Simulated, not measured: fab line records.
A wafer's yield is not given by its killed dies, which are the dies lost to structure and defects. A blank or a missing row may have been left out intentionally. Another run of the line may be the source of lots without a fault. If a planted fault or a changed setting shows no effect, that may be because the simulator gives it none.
Split-lot trial    flow n5_finfet    on a route of 1938 steps: 7 lots, 21 wafers read

== ABOUT THE SPLIT ==
At N5_MOL_CONTACT_COAG_ETCHBACK_136 (etches SiO2 in CHF3, target depth 25 nm, time 16.7 s), the setting target_depth_a was moved away from the recipe's 250 angstrom on 7 of the 21 wafers read, by -3.6% to +13.1%. This setting was run at the recipe's value on the other wafers.

== FROM THE SPLIT ON TO THE READING: in between, the file shows 1 step ==
- N5_MOL_CONTACT_COAG_STRIP_120: strips in CHF3

== THE READING ==
etch.depth_nm (the simulator's own value, which no gauge read), in nm, at N5_MOL_CONTACT_COAG_VIA_ETCH_117 (etches SiO2 in C4F6/O2, target depth 40 nm, overetch 8 nm, time 26 s). There is no usual value for it anywhere in the file. The 14 wafers here that ran the recipe average 40.03 nm, standard deviation 0.42 nm.

wafer   tool, chamber at the split  target_depth_a as run, angstrom  against the recipe  etch.depth_nm, nm  against lot-mates on the recipe
L074.3  rie_diel-06, 2              279.7                            +11.9%              37.47              -2.89
L074.4  rie_diel-06, 3,2            250                              recipe              40.23              -
L074.6  rie_diel-06, 3,2            250                              recipe              40.49              -
L076.3  rie_diel-01, 0,2,0          250                              recipe              40.71              -
L076.4  rie_diel-01, 0,2,0          250                              recipe              40.22              -
L076.6  rie_diel-01, 0,2,0          250                              recipe              40.54              -
L081.2  rie_diel-06, 3,2            250                              recipe              40.1               -
L081.3  rie_diel-06, 3,2            250                              recipe              40.23              -
L081.4  rie_diel-06, 0              266.5                            +6.6%               38.44              -1.73
L084.3  rie_diel-06, 1,0,3          241                              -3.6%               41.19              no lot-mate on the recipe
L084.4  rie_diel-06, 1,0,3          241                              -3.6%               41.09              no lot-mate on the recipe
L084.5  rie_diel-06, 1,0,3          241                              -3.6%               41.23              no lot-mate on the recipe
L094.4  rie_diel-01, 1,3,0          250                              recipe              39.76              -
L094.5  rie_diel-01, 1,3,0          250                              recipe              40.05              -
L094.6  rie_diel-01, 1,3,0          250                              recipe              39.4               -
L095.1  rie_diel-01, 0,2,3          250                              recipe              39.36              -
L095.4  rie_diel-01, 0,2,3          250                              recipe              39.96              -
L095.5  rie_diel-01, 0,2,3          250                              recipe              40.1               -
L096.4  rie_diel-01, 2,3            282.7                            +13.1%              36.83              -2.47
L096.5  rie_diel-01, 0              250                              recipe              39.3               -
L096.6  rie_diel-01, 2,3            282.7                            +13.1%              36.74              -2.56
Rows listing several chambers each stand for several wafers; the file does not say which wafer went through which chamber.

FIT RESULTS
A straight line over all 21 wafers: etch.depth_nm changes by -0.247 nm for each +1% of target_depth_a; r = -0.96; the points scatter about the line by 0.38 nm.
The same after taking each lot's own level away (the mean of its wafers on the recipe; 18 wafers): -0.21 nm for each +1%; r = -0.97; scatter 0.26 nm.
On that fit, the largest move of target_depth_a shifts the reading by 2.8 nm.
Across the lots, their own levels run from 39.300 to 40.490 nm, a range of 2.8 times the standard deviation given above.
So the lot-to-lot level changes the slope: the two fits differ.
Check: -2.91 nm against its lot-mates is what the line predicts for one of the wafers moved furthest among these (+13.1%) when that wafer is left out of the fit. It came out at -2.47 nm against them.

== OTHER SPLITS ON THESE WAFERS ==
These wafers also went through other splits before the reading. Each is held against what the fit with the lots' levels taken away leaves over:
other split on the same wafers          wafers away from the commonest value  r with etch.depth_nm (lot level and that fit taken away)
N5_SD_ACTIVATION_LSA_01 temp_c          4                                     +0.22
N5_ILD0_CMP_03 down_force_psi           7                                     +0.07
N5_HKMG_FIN_HK_ALD_01 ald_cycles        6                                     -0.13
N5_HKMG_FIN_COAT_43 spin_rpm            8                                     +0.23
N5_GATE_CUT_COAT_27 spin_rpm            4                                     -0.16
N5_MOL_CONTACT_COAG_ETCH_105 bias_w     5                                     +0.05
N5_MOL_CONTACT_COAG_ETCH_15 source_w    9                                     -0.02
N5_MOL_CONTACT_COAG_ALD_133 ald_cycles  7                                     -0.04

== THE WHOLE CHAIN: every reading that the file lists as answering this split, in the file's order ==
step                              what it does                                                          reading                                                                             change (the file's fit)                r (the file's)
N5_MOL_CONTACT_COAG_VIA_ETCH_117  etches SiO2 in C4F6/O2, target depth 40 nm, overetch 8 nm, time 26 s  MOL_CONTACT_COAG.feature_depth_nm (the simulator's own value, which no gauge read)  -0.224 nm for each +1% of the setting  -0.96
N5_MOL_CONTACT_COAG_VIA_ETCH_117  etches SiO2 in C4F6/O2, target depth 40 nm, overetch 8 nm, time 26 s  etch.depth_nm (the simulator's own value, which no gauge read)                      -0.221 nm for each +1% of the setting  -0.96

== FILE'S OWN FIT ==
etch.depth_nm changes by -0.221 nm for each +1% of target_depth_a, r = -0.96.
